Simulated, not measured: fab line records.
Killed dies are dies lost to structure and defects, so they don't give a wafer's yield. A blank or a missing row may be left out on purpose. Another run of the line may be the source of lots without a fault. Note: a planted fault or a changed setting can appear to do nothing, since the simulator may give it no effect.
Chamber matching + flow nand_harc + NHARC_P_M1_STRIP_18 on rie_diel-08: 4 sister chambers
The step strips in N2/H2. 4 wafers are shown with their chamber, then 10 later ones without.

## EACH WAFER AND ITS CHAMBER
| wafer  | chamber | showerhead_plenum_p_Torr (Torr) |
|--------|---------|---------------------------------|
| L086.5 | 1       | 2.00                            |
| L089.5 | 3       | 2.18                            |
| L092.2 | 2       | 1.90                            |
| L092.3 | 0       | 2.09                            |

## WAFERS WITH NO CHAMBER GIVEN
| wafer  | showerhead_plenum_p_Torr (Torr) |
|--------|---------------------------------|
| L092.6 | 2.09                            |
| L093.1 | 1.89                            |
| L093.3 | 2.00                            |
| L093.5 | 2.09                            |
| L097.1 | 1.90                            |
| L097.2 | 2.00                            |
| L097.5 | 2.00                            |
| L096.3 | 2.09                            |
| L096.4 | 2.00                            |
| L096.5 | 2.09                            |

## EACH ONE'S CHAMBER
| wafer  | from the rows above | in truth |
|--------|---------------------|----------|
| L092.6 | 0                   | 0        |
| L093.1 | 2                   | 2        |
| L093.3 | 1                   | 1        |
| L093.5 | 0                   | 0        |
| L097.1 | 2                   | 2        |
| L097.2 | 1                   | 1        |
| L097.5 | 1                   | 1        |
| L096.3 | 0                   | 0        |
| L096.4 | 1                   | 1        |
| L096.5 | 0                   | 0        |
10 of 10 placed correctly. From these rows, 0 cannot be placed. Wrongly placed: 0.
How it was worked out, from the rows above alone: a wafer's distance from a chamber is the root of the sum, over the readings, of the square of ((its reading less the chamber's mean) divided by the reading's scatter). The wafer belongs to the nearest chamber; if the next one is less than 2 further off, it can't be placed. Each chamber's mean is taken over the wafers shown for it. The scatter: with one shown wafer a chamber, the root of the mean of the squares of how far each hidden wafer lies from its nearest shown one.
